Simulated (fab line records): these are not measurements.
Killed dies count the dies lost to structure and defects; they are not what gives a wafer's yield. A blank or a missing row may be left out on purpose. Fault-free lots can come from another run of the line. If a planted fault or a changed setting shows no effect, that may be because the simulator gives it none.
Which tool did it? || flow nandHarc || 72 wafers from 24 lots sampled at 5 of the route's 1302 steps

WHAT EACH GAUGE READ, for each wafer
NHARC_A_SLIT_CD_MEAS_09: the cd target is 300 nm.
{"lot": "L075", "measured": "day 20 05:10", "on": "cdSem-02", "cdNm (nm)": "300.4 300.2 300.3"}
{"lot": "L076", "measured": "day 20 04:52", "on": "cdSem-03", "cdNm (nm)": "301.0 300.9 300.4"}
{"lot": "L074", "measured": "day 20 08:28", "on": "cdSem-03", "cdNm (nm)": "300.8 301.1 300.8"}
{"lot": "L077", "measured": "day 20 13:38", "on": "cdSem-02", "cdNm (nm)": "301.9 300.3 300.8"}
{"lot": "L078", "measured": "day 21 06:43", "on": "cdSem-01", "cdNm (nm)": "300.5 300.1 300.4"}
{"lot": "L079", "measured": "day 21 06:34", "on": "cdSem-03", "cdNm (nm)": "301.1 301.3 300.6"}
{"lot": "L080", "measured": "day 21 21:00", "on": "cdSem-03", "cdNm (nm)": "301.0 300.3 300.4"}
{"lot": "L081", "measured": "day 22 18:05", "on": "cdSem-02", "cdNm (nm)": "299.8 299.0 300.1"}
{"lot": "L082", "measured": "day 22 18:57", "on": "cdSem-01", "cdNm (nm)": "300.0 299.8 299.5"}
{"lot": "L083", "measured": "day 23 10:19", "on": "cdSem-02", "cdNm (nm)": "300.3 300.2 300.7"}
{"lot": "L085", "measured": "day 24 18:43", "on": "cdSem-01", "cdNm (nm)": "300.7 301.2 300.2"}
{"lot": "L086", "measured": "day 24 20:04", "on": "cdSem-03", "cdNm (nm)": "300.4 300.2 300.3"}
{"lot": "L084", "measured": "day 24 20:37", "on": "cdSem-01", "cdNm (nm)": "300.6 300.5 300.5"}
{"lot": "L087", "measured": "day 25 05:20", "on": "cdSem-03", "cdNm (nm)": "300.6 300.2 300.7"}
{"lot": "L090", "measured": "day 26 15:45", "on": "cdSem-02", "cdNm (nm)": "299.9 300.0 299.6"}
{"lot": "L088", "measured": "day 26 18:07", "on": "cdSem-02", "cdNm (nm)": "300.3 300.1 300.0"}
{"lot": "L091", "measured": "day 26 21:50", "on": "cdSem-02", "cdNm (nm)": "300.8 300.0 300.0"}
{"lot": "L089", "measured": "day 26 23:23", "on": "cdSem-01", "cdNm (nm)": "300.4 300.2 300.1"}
{"lot": "L092", "measured": "day 27 17:35", "on": "cdSem-03", "cdNm (nm)": "301.4 300.5 301.3"}
{"lot": "L094", "measured": "day 27 21:30", "on": "cdSem-03", "cdNm (nm)": "300.5 299.7 300.5"}
{"lot": "L093", "measured": "day 27 21:20", "on": "cdSem-02", "cdNm (nm)": "299.9 300.2 300.6"}
{"lot": "L096", "measured": "day 28 02:55", "on": "cdSem-01", "cdNm (nm)": "300.4 300.1 300.4"}
{"lot": "L095", "measured": "day 28 07:39", "on": "cdSem-03", "cdNm (nm)": "299.9 300.0 300.0"}
{"lot": "L097", "measured": "day 29 13:50", "on": "cdSem-03", "cdNm (nm)": "300.7 300.5 300.8"}

NHARC_A_SLIT_OVL_MEAS_10.
{"lot": "L075", "measured": "day 20 05:14", "on": "overlay-01", "overlayXNm (nm)": "0.2 0.1 -0.1", "overlayYNm (nm)": "-0.5 0.2 -1.0"}
{"lot": "L076", "measured": "day 20 04:57", "on": "overlay-02", "overlayXNm (nm)": "-0.4 -0.8 -0.6", "overlayYNm (nm)": "-1.0 -0.6 -0.3"}
{"lot": "L074", "measured": "day 20 08:34", "on": "overlay-01", "overlayXNm (nm)": "0.9 0.8 0.9", "overlayYNm (nm)": "0.1 0.3 0.2"}
{"lot": "L077", "measured": "day 20 13:43", "on": "overlay-01", "overlayXNm (nm)": "-0.4 -0.1 0.1", "overlayYNm (nm)": "0.1 0.5 -0.1"}
{"lot": "L078", "measured": "day 21 06:49", "on": "overlay-01", "overlayXNm (nm)": "-0.1 -0.5 0.0", "overlayYNm (nm)": "0.2 0.5 0.3"}
{"lot": "L079", "measured": "day 21 06:39", "on": "overlay-02", "overlayXNm (nm)": "0.8 1.1 0.6", "overlayYNm (nm)": "-0.4 -1.5 -1.4"}
{"lot": "L080", "measured": "day 21 21:05", "on": "overlay-01", "overlayXNm (nm)": "0.1 0.2 0.2", "overlayYNm (nm)": "0.7 0.4 0.3"}
{"lot": "L081", "measured": "day 22 18:10", "on": "overlay-01", "overlayXNm (nm)": "0.1 -0.8 -0.6", "overlayYNm (nm)": "-0.4 -0.4 -0.7"}
{"lot": "L082", "measured": "day 22 19:02", "on": "overlay-01", "overlayXNm (nm)": "-0.1 -0.8 -0.3", "overlayYNm (nm)": "-1.6 -1.7 -1.3"}
{"lot": "L083", "measured": "day 23 10:25", "on": "overlay-02", "overlayXNm (nm)": "0.4 0.4 0.0", "overlayYNm (nm)": "0.4 1.1 0.2"}
{"lot": "L085", "measured": "day 24 18:48", "on": "overlay-01", "overlayXNm (nm)": "0.2 -0.7 -0.9", "overlayYNm (nm)": "0.6 1.1 0.7"}
{"lot": "L086", "measured": "day 24 20:10", "on": "overlay-02", "overlayXNm (nm)": "-0.5 -0.7 -0.3", "overlayYNm (nm)": "0.0 0.6 0.9"}
{"lot": "L084", "measured": "day 24 20:42", "on": "overlay-02", "overlayXNm (nm)": "-2.0 -1.5 -1.3", "overlayYNm (nm)": "-0.4 0.0 -0.6"}
{"lot": "L087", "measured": "day 25 05:25", "on": "overlay-01", "overlayXNm (nm)": "-1.9 -1.2 -1.4", "overlayYNm (nm)": "0.1 -0.3 -0.4"}
{"lot": "L090", "measured": "day 26 15:50", "on": "overlay-01", "overlayXNm (nm)": "-0.3 0.3 0.4", "overlayYNm (nm)": "-1.8 -0.9 -1.6"}
{"lot": "L088", "measured": "day 26 18:12", "on": "overlay-01", "overlayXNm (nm)": "-1.4 -0.9 -1.8", "overlayYNm (nm)": "-0.9 -0.6 -0.8"}
{"lot": "L091", "measured": "day 26 21:56", "on": "overlay-02", "overlayXNm (nm)": "0.1 0.5 -0.2", "overlayYNm (nm)": "-1.2 -0.9 -0.8"}
{"lot": "L089", "measured": "day 26 23:28", "on": "overlay-02", "overlayXNm (nm)": "2.0 1.9 2.2", "overlayYNm (nm)": "-0.7 -1.0 -0.7"}
{"lot": "L092", "measured": "day 27 17:40", "on": "overlay-02", "overlayXNm (nm)": "-1.7 -1.6 -1.3", "overlayYNm (nm)": "-0.5 -0.7 -0.6"}
{"lot": "L094", "measured": "day 27 21:35", "on": "overlay-01", "overlayXNm (nm)": "2.5 1.9 2.1", "overlayYNm (nm)": "-1.3 -0.9 -1.4"}
{"lot": "L093", "measured": "day 27 21:25", "on": "overlay-02", "overlayXNm (nm)": "0.4 0.9 0.7", "overlayYNm (nm)": "0.7 0.6 1.0"}
{"lot": "L096", "measured": "day 28 03:01", "on": "overlay-01", "overlayXNm (nm)": "-0.2 0.0 -0.4", "overlayYNm (nm)": "0.0 -0.5 0.4"}
{"lot": "L095", "measured": "day 28 07:44", "on": "overlay-01", "overlayXNm (nm)": "0.2 0.2 0.4", "overlayYNm (nm)": "-0.4 -0.5 -0.4"}
{"lot": "L097", "measured": "day 29 13:56", "on": "overlay-02", "overlayXNm (nm)": "0.5 0.7 0.4", "overlayYNm (nm)": "-1.2 -1.5 -1.0"}

WHAT TOOL EACH LOT RAN ON (gives the tool, then ch and the chambers of the sampled wafers, and finally the start)
{"lot": "L075", "NHARC_A_STAIRCASE_DEP_322": "pecvd-03 ch 0,1,2, day 18 12:53", "NHARC_A_STAIRCASE_CMP_450": "cmp-02 ch 1,3, day 19 11:25", "NHARC_A_SGD_CUT_ETCH_15": "rieDiel-03 ch 0,1,2, day 20 05:10 or earlier"}
{"lot": "L076", "NHARC_A_STAIRCASE_DEP_322": "pecvd-01 ch 1,2, day 18 12:59", "NHARC_A_STAIRCASE_CMP_450": "cmp-04 ch 2,3, day 19 11:07", "NHARC_A_SGD_CUT_ETCH_15": "rieDiel-01 ch 0,1,3, day 20 04:52 or earlier"}
{"lot": "L074", "NHARC_A_STAIRCASE_DEP_322": "pecvd-02 ch 0,1,2, day 18 13:37", "NHARC_A_STAIRCASE_CMP_450": "cmp-02 ch 0,1,3, day 19 12:26", "NHARC_A_SGD_CUT_ETCH_15": "rieDiel-01 ch 0,1,2, day 20 08:28 or earlier"}
{"lot": "L077", "NHARC_A_STAIRCASE_DEP_322": "pecvd-03 ch 0,1, day 19 00:02", "NHARC_A_STAIRCASE_CMP_450": "cmp-02 ch 1,3, day 19 21:13", "NHARC_A_SGD_CUT_ETCH_15": "rieDiel-12 ch 0,1,3, day 20 13:38 or earlier"}
{"lot": "L078", "NHARC_A_STAIRCASE_DEP_322": "pecvd-02 ch 0,1,2, day 19 18:16", "NHARC_A_STAIRCASE_CMP_450": "cmp-02 ch 0,1,3, day 20 16:26", "NHARC_A_SGD_CUT_ETCH_15": "rieDiel-01 ch 1,3, day 21 06:43 or earlier"}
{"lot": "L079", "NHARC_A_STAIRCASE_DEP_322": "pecvd-01 ch 0,1,2, day 19 18:16", "NHARC_A_STAIRCASE_CMP_450": "cmp-01 ch 0,1,3, day 20 16:43", "NHARC_A_SGD_CUT_ETCH_15": "rieDiel-03 ch 1,2,3, day 21 06:34 or earlier"}
{"lot": "L080", "NHARC_A_STAIRCASE_DEP_322": "pecvd-03 ch 0,2, day 20 07:49", "NHARC_A_STAIRCASE_CMP_450": "cmp-04 ch 0,1, day 21 06:23", "NHARC_A_SGD_CUT_ETCH_15": "rieDiel-12 ch 0,1,2, day 21 21:00 or earlier"}
{"lot": "L081", "NHARC_A_STAIRCASE_DEP_322": "pecvd-03 ch 0,1, day 20 21:38", "NHARC_A_STAIRCASE_CMP_450": "cmp-01 ch 0,1,3, day 22 01:19", "NHARC_A_SGD_CUT_ETCH_15": "rieDiel-03 ch 0,3, day 22 18:05 or earlier"}
{"lot": "L082", "NHARC_A_STAIRCASE_DEP_322": "pecvd-02 ch 0,1,2, day 20 21:43", "NHARC_A_STAIRCASE_CMP_450": "cmp-01 ch 0,2,3, day 22 02:26", "NHARC_A_SGD_CUT_ETCH_15": "rieDiel-12 ch 1,2, day 22 18:57 or earlier"}
{"lot": "L083", "NHARC_A_STAIRCASE_DEP_322": "pecvd-03 ch 0,1,2, day 21 19:37", "NHARC_A_STAIRCASE_CMP_450": "cmp-04 ch 0,1, day 22 19:55", "NHARC_A_SGD_CUT_ETCH_15": "rieDiel-01 ch 0,2,3, day 23 10:19 or earlier"}
{"lot": "L085", "NHARC_A_STAIRCASE_DEP_322": "pecvd-03 ch 0,1, day 22 12:59", "NHARC_A_STAIRCASE_CMP_450": "cmp-01 ch 0,2,3, day 23 21:15", "NHARC_A_SGD_CUT_ETCH_15": "rieDiel-03 ch 1,3, day 24 18:43 or earlier"}
{"lot": "L086", "NHARC_A_STAIRCASE_DEP_322": "pecvd-02 ch 0,1,2, day 22 13:01", "NHARC_A_STAIRCASE_CMP_450": "cmp-04 ch 1,2,3, day 23 20:58", "NHARC_A_SGD_CUT_ETCH_15": "rieDiel-12 ch 0,1,3, day 24 20:04 or earlier"}
{"lot": "L084", "NHARC_A_STAIRCASE_DEP_322": "pecvd-01 ch 0,1, day 22 13:05", "NHARC_A_STAIRCASE_CMP_450": "cmp-02 ch 0,2,3, day 23 21:06", "NHARC_A_SGD_CUT_ETCH_15": "rieDiel-01 ch 0,2,3, day 24 20:37 or earlier"}
{"lot": "L087", "NHARC_A_STAIRCASE_DEP_322": "pecvd-03 ch 0,1,2, day 23 12:15", "NHARC_A_STAIRCASE_CMP_450": "cmp-04 ch 0,1,3, day 24 10:41", "NHARC_A_SGD_CUT_ETCH_15": "rieDiel-03 ch 1,2,3, day 25 05:20 or earlier"}
{"lot": "L090", "NHARC_A_STAIRCASE_DEP_322": "pecvd-02 ch 0,1, day 24 18:00", "NHARC_A_STAIRCASE_CMP_450": "cmp-04 ch 0,1,2, day 25 22:46", "NHARC_A_SGD_CUT_ETCH_15": "rieDiel-01 ch 1,2,3, day 26 15:45 or earlier"}
{"lot": "L088", "NHARC_A_STAIRCASE_DEP_322": "pecvd-01 ch 0,2, day 24 18:06", "NHARC_A_STAIRCASE_CMP_450": "cmp-04 ch 0,1,3, day 25 19:56", "NHARC_A_SGD_CUT_ETCH_15": "rieDiel-01 ch 0,3, day 26 18:07 or earlier"}
{"lot": "L091", "NHARC_A_STAIRCASE_DEP_322": "pecvd-01 ch 0,2, day 25 03:03", "NHARC_A_STAIRCASE_CMP_450": "cmp-02 ch 0,1,3, day 26 04:53", "NHARC_A_SGD_CUT_ETCH_15": "rieDiel-12 ch 0,2,3, day 26 21:50 or earlier"}
{"lot": "L089", "NHARC_A_STAIRCASE_DEP_322": "pecvd-02 ch 0,1,2, day 25 03:14", "NHARC_A_STAIRCASE_CMP_450": "cmp-04 ch 0,1,3, day 26 05:26", "NHARC_A_SGD_CUT_ETCH_15": "rieDiel-01 ch 1,3, day 26 23:23 or earlier"}
{"lot": "L092", "NHARC_A_STAIRCASE_DEP_322": "pecvd-01 ch 0,1, day 26 00:20", "NHARC_A_STAIRCASE_CMP_450": "cmp-04 ch 2,3, day 27 01:31", "NHARC_A_SGD_CUT_ETCH_15": "rieDiel-01 ch 0,1, day 27 17:35 or earlier"}
{"lot": "L094", "NHARC_A_STAIRCASE_DEP_322": "pecvd-03 ch 0,1, day 26 05:54", "NHARC_A_STAIRCASE_CMP_450": "cmp-01 ch 0,1,2, day 27 06:52", "NHARC_A_SGD_CUT_ETCH_15": "rieDiel-01 ch 0,1,3, day 27 21:30 or earlier"}
{"lot": "L093", "NHARC_A_STAIRCASE_DEP_322": "pecvd-02 ch 0,1, day 26 06:06", "NHARC_A_STAIRCASE_CMP_450": "cmp-04 ch 0,2, day 27 06:33", "NHARC_A_SGD_CUT_ETCH_15": "rieDiel-03 ch 1,2,3, day 27 21:20 or earlier"}
{"lot": "L096", "NHARC_A_STAIRCASE_DEP_322": "pecvd-02 ch 0,2, day 26 14:07", "NHARC_A_STAIRCASE_CMP_450": "cmp-02 ch 0,1,2, day 27 12:25", "NHARC_A_SGD_CUT_ETCH_15": "rieDiel-12 ch 1,2,3, day 28 02:55 or earlier"}
{"lot": "L095", "NHARC_A_STAIRCASE_DEP_322": "pecvd-01 ch 0,1, day 26 14:12", "NHARC_A_STAIRCASE_CMP_450": "cmp-01 ch 1,2, day 27 15:16", "NHARC_A_SGD_CUT_ETCH_15": "rieDiel-01 ch 2,3, day 28 07:39 or earlier"}
{"lot": "L097", "NHARC_A_STAIRCASE_DEP_322": "pecvd-03 ch 0,1,2, day 27 23:32", "NHARC_A_STAIRCASE_CMP_450": "cmp-02 ch 0,1,2, day 28 20:49", "NHARC_A_SGD_CUT_ETCH_15": "rieDiel-12 ch 0,1,2, day 29 13:50 or earlier"}
- NHARC_A_STAIRCASE_DEP_322: deposits SiO2, target thk 7200 nm.
- NHARC_A_STAIRCASE_CMP_450: polishes SiO2, target thk 200 nm.
- NHARC_A_SGD_CUT_ETCH_15: etches the open film in CH3F/O2, target depth 75 nm, time 64.3 s.

AS READ BY THE TOOLS THEMSELVES (means over the sampled wafers that have a number; for cases with no such wafer, the mark the record gives instead)
NHARC_A_STAIRCASE_DEP_322.
{"lot": "L075", "tool": "pecvd-03", "heaterPowerW (W)": 638}
{"lot": "L076", "tool": "pecvd-01", "heaterPowerW (W)": 684}
{"lot": "L074", "tool": "pecvd-02", "heaterPowerW (W)": 566}
{"lot": "L077", "tool": "pecvd-03", "heaterPowerW (W)": 616}
{"lot": "L078", "tool": "pecvd-02", "heaterPowerW (W)": 604}
{"lot": "L079", "tool": "pecvd-01", "heaterPowerW (W)": 696}
{"lot": "L080", "tool": "pecvd-03", "heaterPowerW (W)": 632}
{"lot": "L081", "tool": "pecvd-03", "heaterPowerW (W)": 604}
{"lot": "L082", "tool": "pecvd-02", "heaterPowerW (W)": 625}
{"lot": "L083", "tool": "pecvd-03", "heaterPowerW (W)": 627}
{"lot": "L085", "tool": "pecvd-03", "heaterPowerW (W)": 650}
{"lot": "L086", "tool": "pecvd-02", "heaterPowerW (W)": 631}
{"lot": "L084", "tool": "pecvd-01", "heaterPowerW (W)": 755}
{"lot": "L087", "tool": "pecvd-03", "heaterPowerW (W)": 565}
{"lot": "L090", "tool": "pecvd-02", "heaterPowerW (W)": 574}
{"lot": "L088", "tool": "pecvd-01", "heaterPowerW (W)": 732}
{"lot": "L091", "tool": "pecvd-01", "heaterPowerW (W)": 750}
{"lot": "L089", "tool": "pecvd-02", "heaterPowerW (W)": 632}
{"lot": "L092", "tool": "pecvd-01", "heaterPowerW (W)": 674}
{"lot": "L094", "tool": "pecvd-03", "heaterPowerW (W)": 636}
{"lot": "L093", "tool": "pecvd-02", "heaterPowerW (W)": 610}
{"lot": "L096", "tool": "pecvd-02", "heaterPowerW (W)": 632}
{"lot": "L095", "tool": "pecvd-01", "heaterPowerW (W)": 696}
{"lot": "L097", "tool": "pecvd-03", "heaterPowerW (W)": 588}

NHARC_A_STAIRCASE_CMP_450.
{"lot": "L075", "tool": "cmp-02", "motorCurrentA (A)": 13.3, "slurryFilterDpKPa (kPa)": 13.52}
{"lot": "L076", "tool": "cmp-04", "motorCurrentA (A)": 13.3, "slurryFilterDpKPa (kPa)": 13.38}
{"lot": "L074", "tool": "cmp-02", "motorCurrentA (A)": 13.0, "slurryFilterDpKPa (kPa)": 13.58}
{"lot": "L077", "tool": "cmp-02", "motorCurrentA (A)": 12.7, "slurryFilterDpKPa (kPa)": 13.47}
{"lot": "L078", "tool": "cmp-02", "motorCurrentA (A)": 12.7, "slurryFilterDpKPa (kPa)": 13.46}
{"lot": "L079", "tool": "cmp-01", "motorCurrentA (A)": 11.7, "slurryFilterDpKPa (kPa)": 13.61}
{"lot": "L080", "tool": "cmp-04", "motorCurrentA (A)": 13.2, "slurryFilterDpKPa (kPa)": 13.40}
{"lot": "L081", "tool": "cmp-01", "motorCurrentA (A)": 12.2, "slurryFilterDpKPa (kPa)": 13.47}
{"lot": "L082", "tool": "cmp-01", "motorCurrentA (A)": 13.1, "slurryFilterDpKPa (kPa)": 13.56}
{"lot": "L083", "tool": "cmp-04", "motorCurrentA (A)": 13.3, "slurryFilterDpKPa (kPa)": 13.41}
{"lot": "L085", "tool": "cmp-01", "motorCurrentA (A)": 13.4, "slurryFilterDpKPa (kPa)": 13.60}
{"lot": "L086", "tool": "cmp-04", "motorCurrentA (A)": 12.8, "slurryFilterDpKPa (kPa)": 13.41}
{"lot": "L084", "tool": "cmp-02", "motorCurrentA (A)": 12.3, "slurryFilterDpKPa (kPa)": 13.52}
{"lot": "L087", "tool": "cmp-04", "motorCurrentA (A)": 12.0, "slurryFilterDpKPa (kPa)": 13.57}
{"lot": "L090", "tool": "cmp-04", "motorCurrentA (A)": 13.4, "slurryFilterDpKPa (kPa)": 13.52}
{"lot": "L088", "tool": "cmp-04", "motorCurrentA (A)": 12.2, "slurryFilterDpKPa (kPa)": 13.34}
{"lot": "L091", "tool": "cmp-02", "motorCurrentA (A)": 12.9, "slurryFilterDpKPa (kPa)": 13.49}
{"lot": "L089", "tool": "cmp-04", "motorCurrentA (A)": 12.1, "slurryFilterDpKPa (kPa)": 13.52}
{"lot": "L092", "tool": "cmp-04", "motorCurrentA (A)": 11.8, "slurryFilterDpKPa (kPa)": 13.42}
{"lot": "L094", "tool": "cmp-01", "motorCurrentA (A)": 12.2, "slurryFilterDpKPa (kPa)": 13.52}
{"lot": "L093", "tool": "cmp-04", "motorCurrentA (A)": 13.1, "slurryFilterDpKPa (kPa)": 13.61}
{"lot": "L096", "tool": "cmp-02", "motorCurrentA (A)": 12.2, "slurryFilterDpKPa (kPa)": 13.47}
{"lot": "L095", "tool": "cmp-01", "motorCurrentA (A)": 11.0, "slurryFilterDpKPa (kPa)": 13.49}
{"lot": "L097", "tool": "cmp-02", "motorCurrentA (A)": 12.4, "slurryFilterDpKPa (kPa)": 13.56}

NHARC_A_SGD_CUT_ETCH_15.
{"lot": "L075", "tool": "rieDiel-03", "ch3fFlowSccm (sccm)": 50.10, "drypumpMotorCurrentA (A)": 5.7, "oesProductAu (a.u.)": 0.962, "rfVppV (V)": 264.7, "showerheadPlenumPTorr (Torr)": 2.54, "throttleValvePct (%)": 20.666}
{"lot": "L076", "tool": "rieDiel-01", "ch3fFlowSccm (sccm)": 49.85, "drypumpMotorCurrentA (A)": 5.9, "oesProductAu (a.u.)": 0.968, "rfVppV (V)": 262.8, "showerheadPlenumPTorr (Torr)": 2.41, "throttleValvePct (%)": 20.667}
{"lot": "L074", "tool": "rieDiel-01", "ch3fFlowSccm (sccm)": 50.11, "drypumpMotorCurrentA (A)": 6.1, "oesProductAu (a.u.)": 0.964, "rfVppV (V)": 264.1, "showerheadPlenumPTorr (Torr)": 2.46, "throttleValvePct (%)": 20.665}
{"lot": "L077", "tool": "rieDiel-12", "ch3fFlowSccm (sccm)": 49.91, "drypumpMotorCurrentA (A)": 5.6, "oesProductAu (a.u.)": 0.962, "rfVppV (V)": 264.5, "showerheadPlenumPTorr (Torr)": 2.50, "throttleValvePct (%)": 20.671}
{"lot": "L078", "tool": "rieDiel-01", "ch3fFlowSccm (sccm)": 50.17, "drypumpMotorCurrentA (A)": 5.8, "oesProductAu (a.u.)": 0.982, "rfVppV (V)": 262.2, "showerheadPlenumPTorr (Torr)": 2.40, "throttleValvePct (%)": 20.667}
{"lot": "L079", "tool": "rieDiel-03", "ch3fFlowSccm (sccm)": 49.94, "drypumpMotorCurrentA (A)": 5.8, "oesProductAu (a.u.)": 0.961, "rfVppV (V)": 264.3, "showerheadPlenumPTorr (Torr)": 2.51, "throttleValvePct (%)": 20.667}
{"lot": "L080", "tool": "rieDiel-12", "ch3fFlowSccm (sccm)": 50.10, "drypumpMotorCurrentA (A)": 6.1, "oesProductAu (a.u.)": 0.977, "rfVppV (V)": 263.8, "showerheadPlenumPTorr (Torr)": 2.49, "throttleValvePct (%)": 20.660}
{"lot": "L081", "tool": "rieDiel-03", "ch3fFlowSccm (sccm)": 49.94, "drypumpMotorCurrentA (A)": 5.9, "oesProductAu (a.u.)": 0.966, "rfVppV (V)": 263.6, "showerheadPlenumPTorr (Torr)": 2.46, "throttleValvePct (%)": 20.653}
{"lot": "L082", "tool": "rieDiel-12", "ch3fFlowSccm (sccm)": 50.19, "drypumpMotorCurrentA (A)": 6.2, "oesProductAu (a.u.)": 0.972, "rfVppV (V)": 264.0, "showerheadPlenumPTorr (Torr)": 2.53, "throttleValvePct (%)": 20.672}
{"lot": "L083", "tool": "rieDiel-01", "ch3fFlowSccm (sccm)": 50.03, "drypumpMotorCurrentA (A)": 6.1, "oesProductAu (a.u.)": 0.969, "rfVppV (V)": 264.0, "showerheadPlenumPTorr (Torr)": 2.45, "throttleValvePct (%)": 20.665}
{"lot": "L085", "tool": "rieDiel-03", "ch3fFlowSccm (sccm)": 50.03, "drypumpMotorCurrentA (A)": 5.7, "oesProductAu (a.u.)": 0.943, "rfVppV (V)": 264.3, "showerheadPlenumPTorr (Torr)": 2.53, "throttleValvePct (%)": 20.671}
{"lot": "L086", "tool": "rieDiel-12", "ch3fFlowSccm (sccm)": 50.04, "drypumpMotorCurrentA (A)": 5.6, "oesProductAu (a.u.)": 0.929, "rfVppV (V)": 264.2, "showerheadPlenumPTorr (Torr)": 2.49, "throttleValvePct (%)": 20.671}
{"lot": "L084", "tool": "rieDiel-01", "ch3fFlowSccm (sccm)": 50.03, "drypumpMotorCurrentA (A)": 6.2, "oesProductAu (a.u.)": 0.976, "rfVppV (V)": 263.1, "showerheadPlenumPTorr (Torr)": 2.45, "throttleValvePct (%)": 20.663}
{"lot": "L087", "tool": "rieDiel-03", "ch3fFlowSccm (sccm)": 49.86, "drypumpMotorCurrentA (A)": 5.8, "oesProductAu (a.u.)": 0.924, "rfVppV (V)": 264.2, "showerheadPlenumPTorr (Torr)": 2.51, "throttleValvePct (%)": 20.669}
{"lot": "L090", "tool": "rieDiel-01", "ch3fFlowSccm (sccm)": 49.97, "drypumpMotorCurrentA (A)": 5.9, "oesProductAu (a.u.)": 0.964, "rfVppV (V)": 263.6, "showerheadPlenumPTorr (Torr)": 2.44, "throttleValvePct (%)": 20.673}
{"lot": "L088", "tool": "rieDiel-01", "ch3fFlowSccm (sccm)": 49.87, "drypumpMotorCurrentA (A)": 6.1, "oesProductAu (a.u.)": 0.976, "rfVppV (V)": 263.1, "showerheadPlenumPTorr (Torr)": 2.42, "throttleValvePct (%)": 20.665}
{"lot": "L091", "tool": "rieDiel-12", "ch3fFlowSccm (sccm)": 50.07, "drypumpMotorCurrentA (A)": 5.7, "oesProductAu (a.u.)": 0.971, "rfVppV (V)": 266.0, "showerheadPlenumPTorr (Torr)": 2.58, "throttleValvePct (%)": 20.661}
{"lot": "L089", "tool": "rieDiel-01", "ch3fFlowSccm (sccm)": 49.94, "drypumpMotorCurrentA (A)": 5.7, "oesProductAu (a.u.)": 0.966, "rfVppV (V)": 264.0, "showerheadPlenumPTorr (Torr)": 2.40, "throttleValvePct (%)": 20.667}
{"lot": "L092", "tool": "rieDiel-01", "ch3fFlowSccm (sccm)": 49.79, "drypumpMotorCurrentA (A)": 6.1, "oesProductAu (a.u.)": 0.950, "rfVppV (V)": 263.1, "showerheadPlenumPTorr (Torr)": 2.42, "throttleValvePct (%)": 20.665}
{"lot": "L094", "tool": "rieDiel-01", "ch3fFlowSccm (sccm)": 50.07, "drypumpMotorCurrentA (A)": 5.9, "oesProductAu (a.u.)": 0.964, "rfVppV (V)": 263.1, "showerheadPlenumPTorr (Torr)": 2.41, "throttleValvePct (%)": 20.667}
{"lot": "L093", "tool": "rieDiel-03", "ch3fFlowSccm (sccm)": 50.09, "drypumpMotorCurrentA (A)": 5.8, "oesProductAu (a.u.)": 0.970, "rfVppV (V)": 264.2, "showerheadPlenumPTorr (Torr)": 2.51, "throttleValvePct (%)": 20.660}
{"lot": "L096", "tool": "rieDiel-12", "ch3fFlowSccm (sccm)": 50.08, "drypumpMotorCurrentA (A)": 5.7, "oesProductAu (a.u.)": 0.978, "rfVppV (V)": 265.1, "showerheadPlenumPTorr (Torr)": 2.52, "throttleValvePct (%)": 20.665}
{"lot": "L095", "tool": "rieDiel-01", "ch3fFlowSccm (sccm)": 50.07, "drypumpMotorCurrentA (A)": 6.1, "oesProductAu (a.u.)": 0.939, "rfVppV (V)": 264.1, "showerheadPlenumPTorr (Torr)": 2.47, "throttleValvePct (%)": 20.679}
{"lot": "L097", "tool": "rieDiel-12", "ch3fFlowSccm (sccm)": 49.91, "drypumpMotorCurrentA (A)": 6.2, "oesProductAu (a.u.)": 0.975, "rfVppV (V)": 263.4, "showerheadPlenumPTorr (Torr)": 2.48, "throttleValvePct (%)": 20.664}

THE ANSWER, worked out from the rows above alone
Rule: the usual values come from the lots themselves. Put in order of their means at a reading, lots are off if they are a third of the lots or fewer, leave a main group of 4 or more, and stand apart from it by a gap of 3 or more times the standard deviation of the main group's means; of several such gaps the widest counts. A main group is skipped when, at the precision printed for the reading in the tables above, its means are all equal. Also off: a lot with no number at a reading for which 4 or more lots have one. Where the step has rows for the other lots, those lots are counted as sound. Order of review: gauges by route order, followed by the tools' own readings, for which a lot's mean as printed above is used. At the first step where some lot is off, the reading lying furthest off is the one used; lots without a number count as furthest.
None of the lots is off at any reading shown; this tells nothing.

WHAT THE SIMULATOR PUT IN
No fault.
